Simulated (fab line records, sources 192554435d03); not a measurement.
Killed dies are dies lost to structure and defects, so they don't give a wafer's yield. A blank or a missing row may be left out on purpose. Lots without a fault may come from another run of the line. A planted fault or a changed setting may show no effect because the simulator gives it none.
Split-lot experiment | flow n5_finfet | 7 lots, 39 wafers read, on a route of 1938 steps

THE SPLIT
At N5_DUMMY_GATE_ETCH_37 (etches SOC in N2/H2, target depth 60 nm, overetch 30 nm), the setting source_w was moved away from the recipe's 840 W on 18 of the 39 wafers read, by -17.6% to +8.5%. The other wafers ran this setting at the recipe's value.

The reading is taken at the split's own step.

THE READING
rf_vpp_V, in V, at N5_DUMMY_GATE_ETCH_37 (etches SOC in N2/H2, target depth 60 nm, overetch 30 nm). Fault-free wafers of this fab line usually give 522.8 V, standard deviation 2.6 V.

wafer  | tool, chamber at the split | source_w as run, W | against the recipe | rf_vpp_V, V | against lot-mates on the recipe
L076.1 | rie_diel-04, 0             | 753                | -10.4%             | 538.9       | +16.8
L076.2 | rie_diel-04, 3             | 753                | -10.4%             | 544.3       | +22.2
L076.3 | rie_diel-04, 2             | 840                | recipe             | 520.3       | -
L076.4 | rie_diel-04, 1             | 753                | -10.4%             | 542.7       | +20.6
L076.5 | rie_diel-04, 2             | 840                | recipe             | 521.9       | -
L076.6 | rie_diel-04, 3             | 840                | recipe             | 524.0       | -
L081.3 | rie_diel-03, 2             | 840                | recipe             | 526.4       | -
L081.4 | rie_diel-03, 0             | 840                | recipe             | 523.9       | -
L081.6 | rie_diel-03, 0             | 840                | recipe             | 522.7       | -
L082.1 | rie_diel-05, 1             | 840                | recipe             | 522.8       | -
L082.2 | rie_diel-05, 0             | 840                | recipe             | 523.1       | -
L082.3 | rie_diel-05, 2             | 911.8              | +8.5%              | 512.4       | -9.8
L082.4 | rie_diel-05, 3             | 840                | recipe             | 520.7       | -
L082.5 | rie_diel-05, 0             | 911.8              | +8.5%              | 509.2       | -13.0
L082.6 | rie_diel-05, 3             | 911.8              | +8.5%              | 507.2       | -15.0
L085.1 | rie_diel-05, 2             | 840                | recipe             | 527.6       | -
L085.2 | rie_diel-05, 0             | 692                | -17.6%             | 556.6       | +31.8
L085.3 | rie_diel-05, 1             | 840                | recipe             | 522.4       | -
L085.4 | rie_diel-05, 3             | 692                | -17.6%             | 555.1       | +30.3
L085.5 | rie_diel-05, 0             | 840                | recipe             | 524.5       | -
L085.6 | rie_diel-05, 3             | 692                | -17.6%             | 556.9       | +32.1
L088.1 | rie_diel-05, 3             | 772                | -8.1%              | 535.8       | +13.0
L088.2 | rie_diel-05, 0             | 840                | recipe             | 524.6       | -
L088.3 | rie_diel-05, 2             | 772                | -8.1%              | 543.4       | +20.6
L088.4 | rie_diel-05, 2             | 772                | -8.1%              | 543.1       | +20.3
L088.5 | rie_diel-05, 3             | 840                | recipe             | 520.2       | -
L088.6 | rie_diel-05, 0             | 840                | recipe             | 523.7       | -
L090.1 | rie_diel-03, 3             | 721.8              | -14.1%             | 545.1       | +22.0
L090.2 | rie_diel-03, 0             | 840                | recipe             | 523.5       | -
L090.3 | rie_diel-03, 1             | 840                | recipe             | 521.7       | -
L090.4 | rie_diel-03, 2             | 721.8              | -14.1%             | 552.8       | +29.7
L090.5 | rie_diel-03, 3             | 721.8              | -14.1%             | 546.3       | +23.2
L090.6 | rie_diel-03, 0             | 840                | recipe             | 524.1       | -
L096.1 | rie_diel-03, 0             | 840                | recipe             | 524.3       | -
L096.2 | rie_diel-03, 2             | 785.6              | -6.5%              | 538.9       | +14.7
L096.3 | rie_diel-03, 1             | 840                | recipe             | 521.0       | -
L096.4 | rie_diel-03, 2             | 840                | recipe             | 527.4       | -
L096.5 | rie_diel-03, 0             | 785.6              | -6.5%              | 535.9       | +11.7
L096.6 | rie_diel-03, 1             | 785.6              | -6.5%              | 533.5       | +9.3

THE FIT
A straight line over all 39 wafers: rf_vpp_V changes by -1.81 V for each +1% of source_w; r = -0.98; the points scatter about the line by 2.5 V.
The same after taking each lot's own level away (the mean of its wafers on the recipe; 39 wafers): -1.77 V for each +1%; r = -0.98; scatter 2.5 V.
On that fit, the largest move of source_w shifts the reading by 31 V.
The lots' own levels span 522.07 to 524.83 V, that is 1.1 times the standard deviation above.
So the lot-to-lot level changes the slope little: the two slopes agree.
Check: with one of the wafers moved furthest among these (-17.6%) left out of the fit, the line predicts +31.8 V for it against its lot-mates. It came out at +31.8 V against them.
Tool readings at the split's step, against how far the setting was moved: rf_vpp_V r = -0.98.

OTHER SPLITS ON THESE WAFERS
These wafers also went through other splits before the reading. Each is held against what the fit with the lots' levels taken away leaves over:
other split on the same wafers  | wafers away from the commonest value | r with rf_vpp_V (lot level and that fit taken away)
N5_FIN_SAQP_HM_DEP_72 time_s    | 15                                   | -0.02
N5_DUMMY_GATE_EXPOSE_12 dose_mj | 15                                   | +0.26

THE WHOLE CHAIN: every reading that the file lists as answering this split, in the file's order
step                  | what it does                                            | reading                                                                             | change (the file's fit)                | r (the file's)
N5_DUMMY_GATE_ETCH_37 | etches SOC in N2/H2, target depth 60 nm, overetch 30 nm | rf_vpp_V                                                                            | -1.81 V for each +1% of the setting    | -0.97
N5_DUMMY_GATE_ETCH_37 | etches SOC in N2/H2, target depth 60 nm, overetch 30 nm | SiARC_of_DUMMY_GATE_COAT_35.thk_nm (the simulator's own value, which no gauge read) | -0.0313 nm for each +1% of the setting | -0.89

THE FILE'S OWN FIT
rf_vpp_V changes by -1.81 V for each +1% of source_w, r = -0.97.
